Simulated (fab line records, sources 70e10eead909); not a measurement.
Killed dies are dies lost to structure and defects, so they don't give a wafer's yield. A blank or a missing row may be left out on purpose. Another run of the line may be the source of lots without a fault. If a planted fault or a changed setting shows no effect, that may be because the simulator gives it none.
Chamber matching | flow nandHarc | NHARC_A_STAIRCASE_CMP_152 on cmp-01: 4 sister chambers
The step polishes. 4 wafers are shown with their chamber, then 7 later ones without.

== WAFERS, EACH WITH ITS CHAMBER ==
wafer  | chamber | motorCurrentA (A)
L085.1 | 3       | 12.1
L084.1 | 2       | 11.6
L090.2 | 0       | 11.9
L090.3 | 1       | 11.1

== WAFERS WITH NO CHAMBER GIVEN ==
wafer  | motorCurrentA (A)
L090.6 | 11.1
L094.1 | 12.1
L094.5 | 11.7
L094.6 | 12.2
L096.1 | 12.5
L096.5 | 12.4
L096.6 | 11.8

== CHAMBER TAKEN BY EACH ==
wafer  | from the rows above          | in truth
L090.6 | 1                            | 1
L094.1 | can't be placed: 3 or 0      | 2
L094.5 | can't be placed: 2 or 0 or 3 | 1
L094.6 | can't be placed: 3 or 0      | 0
L096.1 | can't be placed: 3 or 0      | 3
L096.5 | can't be placed: 3 or 0      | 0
L096.6 | can't be placed: 0 or 2 or 3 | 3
1 of 7 placed correctly. Unplaceable from these rows: 6, with the true chamber sitting among the candidates in 4. Number placed wrongly: 0.
How it was worked out, from the rows above alone: a wafer's distance from a chamber is the root of the sum, over the readings, of the square of ((its reading less the chamber's mean) divided by the reading's scatter). The wafer belongs to the nearest chamber; if the next one is less than 2 further off, it can't be placed. A chamber's mean is the mean of its shown wafers. The scatter (one wafer shown for each chamber): square how far every hidden wafer sits from the nearest shown wafer, average those squares and take the square root.
